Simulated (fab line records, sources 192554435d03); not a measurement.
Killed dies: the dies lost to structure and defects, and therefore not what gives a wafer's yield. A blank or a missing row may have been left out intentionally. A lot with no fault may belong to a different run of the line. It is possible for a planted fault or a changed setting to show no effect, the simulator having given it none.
Which tool was responsible?	flow n5_finfet	route of 1938 steps, sampled at 1 step: 10 lots, 30 wafers

WHAT THE GAUGES SHOWED, per wafer
N5_MOL_CONTACT_COAG_OVL_MEAS_41.
lot	measured	on	VD_OVL (nm)
L076	day 5 13:56	overlay-02	0.1 1.2 0.6
L077	day 6 02:10	overlay-02	0.3 0.6 -0.6
L079	day 6 20:04	overlay-02	-0.6 0.4 -0.6
L082	day 7 01:38	overlay-02	0.5 -0.6 0.4
L084	day 7 17:07	overlay-02	-0.6 0.4 0.3
L087	day 8 14:26	overlay-02	0.8 0.5 0.3
L090	day 9 04:45	overlay-02	-0.3 -0.1 0.4
L092	day 9 13:46	overlay-01	-0.1 -0.5 -0.2
L094	day 10 05:24	overlay-02	-0.4 -0.1 -0.3
L096	day 10 21:45	overlay-02	0.9 1.2 0.4

EACH LOT AND THE TOOL THAT RAN IT (in order: tool; ch and the chambers of the sampled wafers; start)
The record shows no process step preceding these readings.

THE ANSWER, worked out from the rows above alone
Rule: what is usual is taken from the lots themselves. Put in order of their means at a reading, lots are off if they are a third of the lots or fewer, leave a main group of 4 or more, and stand apart from it by a gap of 3 or more times the standard deviation of the main group's means; of several such gaps the widest counts. A main group is skipped when, at the precision printed for the reading in the tables above, its means are all equal. A lot without any number at a reading at which 4 lots or more have one is off too. Any other lot the step has rows for is counted as sound.
Across all readings shown, no lot is off: no conclusion can be drawn from this.

WHAT WAS PUT IN BY THE SIMULATOR
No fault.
